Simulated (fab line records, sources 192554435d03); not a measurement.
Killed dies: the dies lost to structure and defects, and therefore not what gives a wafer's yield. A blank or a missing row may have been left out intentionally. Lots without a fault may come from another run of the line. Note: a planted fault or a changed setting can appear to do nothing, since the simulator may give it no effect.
Which tool did it? :: flow n5Finfet :: route of 1938 steps, sampled at 1 step: 10 lots, 30 wafers

WHAT EACH GAUGE READ, for each wafer
N5_BEOL_M1_OVL_MEAS_12.
lot: L075
measured: day 6 12:48
on: overlay-02
M1_OVL (nm): -0.7 0.3 -0.6

lot: L076
measured: day 6 18:44
on: overlay-01
M1_OVL (nm): -0.8 0.1 -1.4

lot: L079
measured: day 7 09:38
on: overlay-02
M1_OVL (nm): -0.8 -1.2 -1.1

lot: L081
measured: day 7 21:25
on: overlay-01
M1_OVL (nm): -0.4 -0.1 0.3

lot: L083
measured: day 8 07:15
on: overlay-01
M1_OVL (nm): 0.1 0.0 -0.1

lot: L086
measured: day 9 06:07
on: overlay-02
M1_OVL (nm): -0.4 0.3 -0.4

lot: L090
measured: day 10 09:10
on: overlay-01
M1_OVL (nm): -0.9 -0.6 0.9

lot: L092
measured: day 11 06:22
on: overlay-01
M1_OVL (nm): 0.1 0.1 0.6

lot: L093
measured: day 11 11:04
on: overlay-02
M1_OVL (nm): 0.0 -0.4 -0.5

lot: L096
measured: day 11 19:02
on: overlay-01
M1_OVL (nm): 0.0 -0.5 0.8

EACH LOT AND THE TOOL THAT RAN IT (in order: tool; ch and the chambers of the sampled wafers; start)
The record holds no process step before these readings.

THE ANSWER, worked out from the rows above alone
Rule: the usual values come from the lots themselves. The widest of any qualifying gaps counts: lots, ordered by their means at a reading, are off when they make up no more than a third of the lots, leave a main group of 4 or more, and stand apart from it by 3 or more times the standard deviation of that group's means. A main group whose means are all the same, to the digits that the tables above print for the reading, isn't used. Also off: a lot with no number at a reading for which 4 or more lots have one. The other lots that the step has rows for count as sound.
No lot is off at any reading shown: from this, nothing can be told.

WHAT THE SIMULATOR HAD PUT IN
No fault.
